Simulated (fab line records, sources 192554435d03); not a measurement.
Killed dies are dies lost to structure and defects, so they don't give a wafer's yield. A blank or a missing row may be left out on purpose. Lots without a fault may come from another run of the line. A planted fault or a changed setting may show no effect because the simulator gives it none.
Chamber matching | flow n5_finfet | N5_FIN_SAQP_PECVD_47 on pecvd-03: 3 sister chambers
The step deposits a-Si from SiH4/He, target thk 45 nm, time 36.3 s. 6 wafers are shown with their chamber, then 8 later ones without.

WAFERS WITH THEIR CHAMBER
wafer  | chamber | showerhead_plenum_p_Torr (Torr) | throttle_valve_pct (%)
L083.3 | 2       | 5.57                            | 17.4
L083.4 | 1       | 5.72                            | 18.6
L083.5 | 2       | 5.57                            | 17.5
L084.4 | 1       | 5.72                            | 18.7
L084.6 | 0       | 5.71                            | 18.0
L087.1 | 0       | 5.70                            | 18.0

WAFERS WITHOUT THEIR CHAMBER
wafer  | showerhead_plenum_p_Torr (Torr) | throttle_valve_pct (%)
L087.5 | 5.72                            | 18.2
L087.6 | 5.72                            | 18.5
L095.1 | 5.70                            | 18.9
L095.3 | 5.69                            | 18.2
L095.4 | 5.72                            | 18.3
L097.2 | 5.72                            | 18.5
L097.4 | 5.57                            | 17.4
L097.5 | 5.70                            | 18.1

WHICH CHAMBER EACH WENT THROUGH
wafer  | from the rows above     | in truth
L087.5 | 0                       | 0
L087.6 | 1                       | 1
L095.1 | 1                       | 1
L095.3 | 0                       | 0
L095.4 | can't be placed: 1 or 0 | 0
L097.2 | 1                       | 1
L097.4 | 2                       | 2
L097.5 | 0                       | 0
Placed correctly: 7 of 8. Can't be placed from these rows: 1 (the true chamber is among the candidates in 1). Placed wrongly: 0.
How it was worked out, from the rows above alone: a wafer's distance from a chamber is the root of the sum, over the readings, of the square of ((its reading less the chamber's mean) divided by the reading's scatter). The wafer belongs to the nearest chamber; if the next one is less than 2 further off, it can't be placed. A chamber's mean is the mean of its shown wafers. The scatter: the root of (the sum of the squares of (reading less its chamber's mean) over the shown wafers, divided by (wafers less chambers)).
